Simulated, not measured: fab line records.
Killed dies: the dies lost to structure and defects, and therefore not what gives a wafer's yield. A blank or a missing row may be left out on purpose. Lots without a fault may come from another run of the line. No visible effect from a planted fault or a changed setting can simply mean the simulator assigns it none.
Comparing a struck lot with a sound one :: flow nand-harc :: 22 out of 1159 route steps
Sound: these wafers, L376.1, L376.2, L376.6. The struck wafers were L390.2, L390.4, L390.6. Last of all comes the cause.
Each step with rows lists, per side, the tool, then ch with its chambers, then its first start. Under that, the readings that differ: sound wafers :: struck wafers :: difference of the means :: sigmas: that difference in standard deviations of wafers without a fault.
alike: readings with means less than 2 such deviations apart, plus words and numbers identical on both sides. not compared: withheld readings, readings lacking a value on some wafer, bounds such as >300 that could conceal the same value, and numbers that have no deviation in the record and whose values overlap.
The two part at a step that has a row with sigmas, a row that says differs or no value, or rows on one side only. Numbers that don't overlap but have no deviation are shown without sigmas and don't part them. A reading that every wafer of one side lacks parts them only if that side has two wafers or more.

NHARC_A_BLC_CVD_24: deposits W, target thk 150 nm, time 434 s.
  sound: cvd-w-02 ch 0,1; struck: cvd-w-01 ch 0,1
  alike: heater-power-w, throttle-valve-pct
NHARC_A_BLC_CMP_25: polishes, t overpolish 30 s, target thk 150 nm.
  sound on cmp-02 ch 0,2, day 17 21:05; struck on cmp-04 ch 1,2,3, day 21 12:07
  alike: motor-current-A, overpolish-run-s, time-to-endpoint-s
after that, 1 step had no rows for these wafers: NHARC_A_BLC_SRD_27.
NHARC_A_BLC_INSPECT_28:
  sound on defect-inspect-01, day 17 21:28; struck on defect-inspect-02, day 21 12:29
  alike: raw-defect-count
then, 7 steps without rows for these wafers: NHARC_A_M0_DEP_00 (deposits SiOC, target thk 150 nm); NHARC_A_M0_DEHYDRATE_01 (time 120 s); NHARC_A_M0_HMDS_02 (time 30 s); NHARC_A_M0_COAT_33 (time 65 s); NHARC_A_M0_COAT_03 (resist thk 90 nm); NHARC_A_M0_SOFTBAKE_04 (time 55 s); NHARC_A_M0_EBR_05.
NHARC_A_M0_EXPOSE_06: exposes mask A M0, target cd 80 nm.
  sound on arfi-scanner-03 ch 0, day 17 22:16; struck on arfi-scanner-02 ch 0, day 21 13:35
reading: exposure-dose-mJ-cm2
sound: 83.33 83.32 83.32
struck: 124.21 124.10 124.27
difference: +40.87
sigmas: +99 or more
  alike: mask
then, 2 steps without rows for these wafers: NHARC_A_M0_PEB_07 (peb time 65 s); NHARC_A_M0_DEVELOP_08 (develop time 35 s).
NHARC_A_M0_CD_MEAS_09: the cd target is 80 nm.
  sound on cd-sem-01 ch 0, day 17 22:24; struck on cd-sem-02 ch 0, day 21 13:43
reading: cd-nm (nm)
sound: 80.9 80.1 80.4
struck: 106.5 106.1 107.3
difference: +26.2
sigmas: +51
NHARC_A_M0_OVL_MEAS_10: pitch 160 nm.
  sound on overlay-01, day 17 22:29; struck on overlay-01, day 21 13:48
  alike: overlay-x-nm, overlay-y-nm
NHARC_A_M0_INSPECT_11:
  sound on defect-inspect-02, day 17 22:31; struck on defect-inspect-02, day 21 13:50
reading: raw-defect-count
sound: 4 19 11
struck: 42 55 48
difference: +37
sigmas: +3
NHARC_A_M0_DESCUM_14: chemistry O2, time 3 s.
  sound on rie-diel-09 ch 1,2,3, day 17 22:36; struck on rie-diel-02 ch 0,1,3, day 21 13:54
reading: model.A_M0.cd-nm (nm)
sound: 80.82 80.09 80.63
struck: 106.9 106.6 107.4
difference: +26.5
sigmas: 
  alike: drypump-motor-current-A, oes-product-au, rf-vpp-V, showerhead-plenum-p-Torr, throttle-valve-pct
  not compared: rf-hours-counter-h
NHARC_A_M0_ETCH_34: etches the open film in N2/H2, target depth 40 nm, overetch 12 nm, time 43.94 s.
  sound on rie-diel-09 ch 0,1,2, day 17 22:41; struck on rie-diel-02 ch 0,1, day 21 14:01
  alike: drypump-motor-current-A, oes-product-au, rf-vpp-V, showerhead-plenum-p-Torr, throttle-valve-pct
  not compared: rf-hours-counter-h
NHARC_A_M0_ETCH_15: etches the open film in C4F8/Ar, target depth 150 nm, overetch 15 nm, time 82.5 s.
  sound: rie-diel-09 ch 0,1,3; struck: rie-diel-02 ch 0,1
reading: model.A_M0.cd-nm (nm)
sound: 80.37 79.96 80.24
struck: 106.9 106.6 107.7
difference: +26.9
sigmas: 
  alike: oes-product-au, rf-vpp-V
  not compared: rf-hours-counter-h
NHARC_A_M0_CD_MEAS_16:
  sound on cd-sem-03, day 17 22:53; struck on cd-sem-02, day 21 14:15
reading: cd-nm (nm)
sound: 80.5 80.2 80.3
struck: 107.1 106.6 107.6
difference: +26.8
sigmas: +42
NHARC_END_SORT_01:
  sound on prober-02 ch 0, day 21 05:07; struck on prober-02 ch 0, day 23 04:46
reading: defect-limited-yield (%)
sound: 98.2 96.8 97.5
struck: 91.7 88.6 91.1
difference: -7.0
sigmas: -4

reading: killed-at-array
sound: 8 20 12
struck: 52 73 55
difference: +47
sigmas: +4

reading: killed-dies
sound: 12 22 17
struck: 56 77 60
difference: +47
sigmas: +4

reading: sort_bin_2_pct (%)
sound: 0.3 1.0 0.4
struck: 2.5 3.1 1.8
difference: +1.9
sigmas: +3

reading: sort_bin_3_pct (%)
sound: 0.15 0.15 0.15
struck: 2.51 4.14 2.36
difference: +2.85
sigmas: +12

reading: sort_bin_4_pct (%)
sound: 1.3 2.1 1.9
struck: 3.2 4.1 4.7
difference: +2.2
sigmas: +2

reading: sort-n-pass
sound: 665 655 660
struck: 621 600 617
difference: -47
sigmas: -4

reading: sort-yield-pct (%)
sound: 98.2 96.8 97.5
struck: 91.7 88.6 91.1
difference: -7.0
sigmas: -4
  alike: killed-at-other, killed-at-periphery, killed-open, killed-short, sort-rim-yield-pct

WHERE THEY PART
First at NHARC_A_M0_EXPOSE_06; last, within this record, at NHARC_END_SORT_01.

WHY: what the simulator had put in
Process parameter drift: arfi-scanner-02, from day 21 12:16 on, at NHARC_A_M0_EXPOSE_06. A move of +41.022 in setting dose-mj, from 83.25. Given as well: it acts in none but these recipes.
